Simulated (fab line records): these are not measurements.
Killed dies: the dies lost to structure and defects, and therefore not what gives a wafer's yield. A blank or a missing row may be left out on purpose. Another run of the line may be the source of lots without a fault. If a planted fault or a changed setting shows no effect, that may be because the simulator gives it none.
8D (eight disciplines) problem report, filled in by code    flow n5Finfet    the parts of the form that need people (team, actions taken, sign-off) are left out

## 1. THE ISSUE
spinSpeedRpm at N5_DUMMY_GATE_COAT_09 reads a mean of 1542.4 rpm on 6 wafers of 2 lots; wafers without a fault read 1500.0 rpm with a standard deviation of 1.2. That puts it +35 standard deviations away from the usual mean.
The step: resist thk 30 nm.
First observed at day 6 22:45: wafer L300.3, on lithoTrack-05. The record holds 35 wafers of 12 lots with a number at this step. By rule, "out" or "out of limits" means more than 4 standard deviations away from the usual mean. All remaining wafers that have a number are taken as sound.

## 2. WHAT IT IS, AND WHAT IT ISN'T
question                     is                      is not
which readings at this step  spinSpeedRpm            -
which lots                   L300, L301              L284, L285, L287, L288, L291, L293, L295, L305, L306, L307
which wafers of those lots   all that have a number  -
read on which tools          lithoTrack-05           lithoTrack-01, lithoTrack-02
when                         from day 6 22:45        up to then (20 sound wafers); but 9 sound wafers of L305, L306, L307 came after

## 3. SUSPECTS, AND WHAT RULES EACH OUT
Counting: a tool at any process step up to the reading remains a suspect when it ran all the lots that are out and ran no sound lot after the first of those.
- rieSi-03 at N5_STI_FIN_REVEAL_ETCH_34 (etches Si in H2, material Si, target depth 0.97 nm): ruled out as a lasting fault. Following L300 (day 6 13:38), the first lot on it that is out, the sound lots L306 were run on it.
- lithoTrack-05 at N5_DUMMY_GATE_COAT_09 (resist thk 30 nm): kept. All lots that are out passed through it, beginning with L300 at day 6 22:45, and no sound lot followed; its final sound lot before that point was L293 at day 5 06:15. Out on those wafers are its own readings of spinSpeedRpm.
After counting, what remains is lithoTrack-05 at N5_DUMMY_GATE_COAT_09.

## 4. THE CAUSE (what the simulator had put in)
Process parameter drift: lithoTrack-05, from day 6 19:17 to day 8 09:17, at N5_DUMMY_GATE_COAT_09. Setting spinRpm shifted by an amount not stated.
After counting, this tool was the only one left.

## 5. SEQUENCE OF EFFECTS, ordered by route
One row per reading whose mean, taken over the struck wafers that have a number, lies over 3 standard deviations from the usual. Only readings for which the record gives a usual standard deviation are gone through. hours: the time from each lot's start at the first step in this table that gives one to its start at this step, as a median over the lots. sigmas: the change in usual standard deviations.
hours  step                   reading       usual       on struck wafers  change  sigmas
0      N5_DUMMY_GATE_COAT_09  spinSpeedRpm  1500.0 rpm  1542.4            +42.4   +35
Process steps it contains:
- N5_DUMMY_GATE_COAT_09: resist thk 30 nm.

## 6. WHAT WOULD HAVE CAUGHT IT SOONER
3 hours passed between the start of the fault at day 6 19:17 and the first reading out of limits in this record, taken at day 6 22:45.
